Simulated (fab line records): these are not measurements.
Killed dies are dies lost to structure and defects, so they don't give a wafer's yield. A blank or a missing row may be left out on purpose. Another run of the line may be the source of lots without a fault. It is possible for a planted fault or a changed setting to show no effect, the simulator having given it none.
Matching of chambers || flow nandHarc || 4 sister chambers for NHARC_P_M0_ETCH_34 on rieDiel-08
The step etches the open film in N2/H2, target depth 40 nm, overetch 12 nm, time 43.94 s. 4 wafers are shown with their chamber, then 10 later ones without.

EACH WAFER AND ITS CHAMBER
{"wafer": "L221.5", "chamber": 2, "drypumpMotorCurrentA (A)": 5.28}
{"wafer": "L222.5", "chamber": 0, "drypumpMotorCurrentA (A)": 5.63}
{"wafer": "L222.6", "chamber": 3, "drypumpMotorCurrentA (A)": 5.60}
{"wafer": "L229.2", "chamber": 1, "drypumpMotorCurrentA (A)": 6.16}

WAFERS MISSING THEIR CHAMBER
{"wafer": "L229.6", "drypumpMotorCurrentA (A)": 5.57}
{"wafer": "L230.1", "drypumpMotorCurrentA (A)": 5.63}
{"wafer": "L230.2", "drypumpMotorCurrentA (A)": 5.60}
{"wafer": "L230.6", "drypumpMotorCurrentA (A)": 5.58}
{"wafer": "L232.2", "drypumpMotorCurrentA (A)": 5.30}
{"wafer": "L232.3", "drypumpMotorCurrentA (A)": 5.58}
{"wafer": "L232.4", "drypumpMotorCurrentA (A)": 5.65}
{"wafer": "L233.1", "drypumpMotorCurrentA (A)": 6.11}
{"wafer": "L233.3", "drypumpMotorCurrentA (A)": 5.60}
{"wafer": "L233.6", "drypumpMotorCurrentA (A)": 6.11}

EACH ONE'S CHAMBER
{"wafer": "L229.6", "from the rows above": "can't be placed: 3 or 0", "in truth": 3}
{"wafer": "L230.1", "from the rows above": "can't be placed: 0 or 3", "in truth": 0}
{"wafer": "L230.2", "from the rows above": "can't be placed: 3 or 0", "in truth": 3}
{"wafer": "L230.6", "from the rows above": "can't be placed: 3 or 0", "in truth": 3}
{"wafer": "L232.2", "from the rows above": 2, "in truth": 2}
{"wafer": "L232.3", "from the rows above": "can't be placed: 3 or 0", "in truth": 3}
{"wafer": "L232.4", "from the rows above": "can't be placed: 0 or 3", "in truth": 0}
{"wafer": "L233.1", "from the rows above": 1, "in truth": 1}
{"wafer": "L233.3", "from the rows above": "can't be placed: 3 or 0", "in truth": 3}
{"wafer": "L233.6", "from the rows above": 1, "in truth": 1}
Correctly placed: 3 of 10. Unplaceable from these rows: 7, with the true chamber sitting among the candidates in 7. Wrongly placed: 0.
How it was worked out, from the rows above alone: a wafer's distance from a chamber is the root of the sum, over the readings, of the square of ((its reading less the chamber's mean) divided by the reading's scatter). The wafer belongs to the nearest chamber; if the next one is less than 2 further off, it can't be placed. The mean given for a chamber averages the wafers shown for that chamber. The scatter: with one shown wafer a chamber, the root of the mean of the squares of how far each hidden wafer lies from its nearest shown one.
